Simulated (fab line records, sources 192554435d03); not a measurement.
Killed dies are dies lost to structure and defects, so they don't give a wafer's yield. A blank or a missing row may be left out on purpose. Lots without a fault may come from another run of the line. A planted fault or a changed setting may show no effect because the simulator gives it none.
Split-lot experiment | flow n5_finfet | 7 lots, 21 wafers read, on a route of 1938 steps

THE SPLIT
At N5_BEOL_M3_HM_DEP_02 (deposits TiN, target thk 20 nm), the setting target_thk_a was moved away from the recipe's 200 angstrom on 6 of the 21 wafers read, by -10.6% to +4.0%. The other wafers ran this setting at the recipe's value.

FROM THE SPLIT TO THE READING: what the file shows between them, 11 steps
- N5_BEOL_M3_COAT_05: resist thk 30 nm (also split here: spin_rpm)
- N5_BEOL_M3_EBR_07
- N5_BEOL_M3_SOFTBAKE_06: time 60 s
- N5_BEOL_M3_EXPOSE_08: exposes mask M3
- N5_BEOL_M3_PEB_09: peb time 60 s
- N5_BEOL_M3_DEVELOP_10: develop time 30 s
- N5_BEOL_M3_DESCUM_16: chemistry O2, time 7 s
- N5_BEOL_M3_ETCH_74: etches underlayer in N2/H2, target depth 6.5 nm, time 5.2 s
- N5_BEOL_M3_ETCH_63: etches SiARC in CF4, target depth 15.6 nm, time 26 s
- N5_BEOL_M3_STRIP_75: strips in N2/H2
- N5_BEOL_M3_STRIP_66: strips in CF4

THE READING
etch.depth_nm (the simulator's own value, which no gauge read), in nm, at N5_BEOL_M3_HM_OPEN_17 (chemistry Cl2/BCl3, target TiN, target depth 20 nm, overetch 6 nm). The file gives no usual value for it. The 15 wafers here that ran the recipe average 20.18 nm, standard deviation 0.31 nm.

wafer  | tool, chamber at the split | target_thk_a as run, angstrom | against the recipe | etch.depth_nm, nm | against lot-mates on the recipe
L077.2 | pvd_sputter-01, -          | 208.1                         | +4.0%              | 21.59             | +1.28
L077.3 | pvd_sputter-01, -          | 200                           | recipe             | 20.6              | -
L077.4 | pvd_sputter-01, -          | 200                           | recipe             | 20.02             | -
L076.1 | pvd_sputter-01, -          | 200                           | recipe             | 19.79             | -
L076.3 | pvd_sputter-01, -          | 200                           | recipe             | 19.96             | -
L076.5 | pvd_sputter-01, -          | 200                           | recipe             | 20.17             | -
L080.1 | pvd_sputter-02, -          | 200                           | recipe             | 19.95             | -
L080.3 | pvd_sputter-02, -          | 191.2                         | -4.4%              | 19.89             | -0.04
L080.6 | pvd_sputter-02, -          | 200                           | recipe             | 19.91             | -
L085.1 | pvd_sputter-02, -          | 200                           | recipe             | 20.05             | -
L085.3 | pvd_sputter-02, -          | 200                           | recipe             | 20.65             | -
L085.6 | pvd_sputter-02, -          | 181                           | -9.5%              | 18.12             | -2.23
L088.2 | pvd_sputter-02, -          | 200                           | recipe             | 20.75             | -
L088.4 | pvd_sputter-02, -          | 200                           | recipe             | 20.31             | -
L088.6 | pvd_sputter-02, -          | 200                           | recipe             | 20.56             | -
L093.3 | pvd_sputter-03, -          | 191.3                         | -4.3%              | 18.93             | -1.26
L093.4 | pvd_sputter-03, -          | 200                           | recipe             | 20.19             | -
L093.6 | pvd_sputter-03, -          | 191.3                         | -4.3%              | 19.28             | -0.91
L095.1 | pvd_sputter-03, -          | 200                           | recipe             | 19.98             | -
L095.2 | pvd_sputter-03, -          | 200                           | recipe             | 19.76             | -
L095.4 | pvd_sputter-03, -          | 178.8                         | -10.6%             | 17.03             | -2.84

THE FIT
A straight line over all 21 wafers: etch.depth_nm changes by +0.257 nm for each +1% of target_thk_a; r = +0.92; the points scatter about the line by 0.37 nm.
The same after taking each lot's own level away (the mean of its wafers on the recipe; 21 wafers): +0.245 nm for each +1%; r = +0.94; scatter 0.31 nm.
On that fit, the largest move of target_thk_a shifts the reading by 2.6 nm.
The lots' own levels span 19.870 to 20.540 nm, that is 2.1 times the standard deviation above.
So the lot-to-lot level changes the slope little: the two slopes agree.
Check: with one of the wafers moved furthest among these (-10.6%) left out of the fit, the line predicts -2.34 nm for it against its lot-mates. It came out at -2.84 nm against them.

OTHER SPLITS ON THESE WAFERS
These wafers also went through other splits before the reading. Each is held against what the fit with the lots' levels taken away leaves over:
other split on the same wafers            | wafers away from the commonest value | r with etch.depth_nm (lot level and that fit taken away)
N5_BEOL_M0_SAQP_SPACER1_ALD_98 ald_cycles | 7                                    | +0.37
N5_BEOL_M0_TRENCH_ETCH_107 target_depth_a | 8                                    | +0.02
N5_BEOL_M2_EXPOSE_25 dose_mj              | 8                                    | -0.06
N5_BEOL_M3_COAT_05 spin_rpm               | 7                                    | +0.06

THE WHOLE CHAIN: every reading that the file lists as answering this split, in the file's order
step                  | what it does                                                      | reading                                                                          | change (the file's fit)               | r (the file's)
N5_BEOL_M3_HM_DEP_02  | deposits TiN, target thk 20 nm                                    | TiN_of_BEOL_M3_HM_DEP_02.thk_nm (the simulator's own value, which no gauge read) | +0.239 nm for each +1% of the setting | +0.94
N5_BEOL_M3_HM_OPEN_17 | chemistry Cl2/BCl3, target TiN, target depth 20 nm, overetch 6 nm | etch.depth_nm (the simulator's own value, which no gauge read)                   | +0.239 nm for each +1% of the setting | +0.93

THE FILE'S OWN FIT
etch.depth_nm changes by +0.239 nm for each +1% of target_thk_a, r = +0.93.
